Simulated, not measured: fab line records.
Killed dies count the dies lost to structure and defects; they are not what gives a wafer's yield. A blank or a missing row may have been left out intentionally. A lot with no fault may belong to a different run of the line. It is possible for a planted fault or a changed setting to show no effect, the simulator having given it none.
Struck lot and sound lot, side by side	flow n5-finfet	15 out of 1938 route steps
Sound: the wafers L614.1, L614.4, L614.6. Struck: wafers L623.5, L623.6. The cause comes at the end.
Per side, at each step with rows, come the tool, then ch with its chambers, and then its first start. Under that, the readings that differ: sound wafers	struck wafers	difference of the means	sigmas: that difference in standard deviations of wafers without a fault.
alike: a reading whose means differ by less than 2 such deviations, as well as words and numbers matching on both sides. not compared: withheld readings; readings where some wafer has no value; bounds like >300 that might hide an equal value; numbers whose values overlap and for which the record gives no deviation.
Wherever a step has rows on one side only, a row that says differs or no value, or a row with sigmas, the two part there. Numbers that have no deviation but don't overlap get no sigmas and don't part them. A reading that every wafer of one side lacks parts them only if that side has two wafers or more.

first, 7 steps without rows for these wafers: N5_MOL_CONTACT_COAG_COAT_64 (time 60 s, resist thk 10 nm); N5_MOL_CONTACT_COAG_COAT_34 (resist thk 40 nm); N5_MOL_CONTACT_COAG_EBR_36; N5_MOL_CONTACT_COAG_SOFTBAKE_35 (time 60 s); N5_MOL_CONTACT_COAG_EXPOSE_37 (exposes mask VD, defocus 0 nm); N5_MOL_CONTACT_COAG_PEB_38 (peb time 60 s); N5_MOL_CONTACT_COAG_DEVELOP_39 (develop time 30 s).
N5_MOL_CONTACT_COAG_CD_MEAS_40 targets a cd of 25.1 nm.
  sound on cd-sem-03 ch 0, day 6 18:05; struck on cd-sem-01 ch 0, day 8 20:40
  alike: cd-nm
N5_MOL_CONTACT_COAG_OVL_MEAS_41:
  sound on overlay-01 ch 0, day 6 18:07; struck on overlay-02 ch 0, day 8 20:42
  alike: VD_OVL
N5_MOL_CONTACT_COAG_INSPECT_42: inspects for defects (brightfield).
  sound on defect-inspect-02, day 6 18:10; struck on defect-inspect-02, day 8 20:44
  alike: raw-defect-count
N5_MOL_CONTACT_COAG_DESCUM_45: chemistry O2, time 7 s.
  sound on rie-diel-04 ch 0,1,3, day 6 18:15; struck on rie-diel-02 ch 1,2, day 8 20:47
  alike: drypump-motor-current-A, oes-product-au, rf-vpp-V, showerhead-plenum-p-Torr, throttle-valve-pct
  not compared: rf-hours-counter-h
N5_MOL_CONTACT_COAG_ETCH_65: etches underlayer in N2/H2, target depth 13 nm, time 10.4 s.
  sound on rie-diel-04 ch 0,1,3, day 6 18:17; struck on rie-diel-02 ch 1,2, day 8 20:49
  alike: bias-w, drypump-motor-current-A, etch-rf-on-time-s, oes-product-au, rf-vpp-V, showerhead-plenum-p-Torr, throttle-valve-pct
  not compared: rf-hours-counter-h
N5_MOL_CONTACT_COAG_ETCH_66: etches SiARC in CF4, target depth 13 nm, time 21.7 s.
  sound on rie-diel-04 ch 0,1,3, day 6 18:18; struck on rie-diel-02 ch 1,2, day 8 20:51
reading	sound	struck	difference	sigmas
etch-rf-on-time-s (s)	22.0 21.7 22.0	15.0 15.3	-6.7	-14
oes-product-au (a.u.)	0.62 0.66 0.62	0.80 0.76	+0.15	+3
  alike: bias-w, drypump-motor-current-A, rf-vpp-V, showerhead-plenum-p-Torr, throttle-valve-pct
  not compared: rf-hours-counter-h
N5_MOL_CONTACT_COAG_ALD_133: deposits SiO2, target thk 5 nm, pulse time 1 s, co reactant pulse time 1 s.
  sound on ald-sin-03 ch 0,1, day 6 18:23; struck on ald-sin-04 ch 0,2, day 8 21:22
  alike: heater-power-w, precursor-pulse-height-rel
-- the record jumps here: 3 days lie between the struck wafers' starts before and after (it left off in module MOL_CONTACT_COAG and takes up again in module BEOL_M4, whose first step shown is number 1111 of the route) --
N5_BEOL_M4_RC_MEAS_101:
  sound on prober-01 ch 0, day 9 22:18; struck on prober-02 ch 0, day 11 21:22
reading	sound	struck	difference	sigmas
DIBL_N (mV/V)	36.1 38.2 36.8	33.8 33.3	-3.5	-2
IOFF_P (nA/um)	0.24 0.29 0.24	0.16 0.17	-0.09	-3
ION_P (uA/um)	472 477 473	455 464	-14	-2
VT_P (mV)	-246 -247 -245	-256 -252	-8	-3
  alike: DIBL_P, IOFF_N, ION_N, SS_N, SS_P, VT_N

WHERE THEY PART
At N5_MOL_CONTACT_COAG_ETCH_66 first; at N5_BEOL_M4_RC_MEAS_101 last (within this record only).

WHY: whatever the simulator had introduced
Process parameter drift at N5_MOL_CONTACT_COAG_ETCH_66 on rie-diel-02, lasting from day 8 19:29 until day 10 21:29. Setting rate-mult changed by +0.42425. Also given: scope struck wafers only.
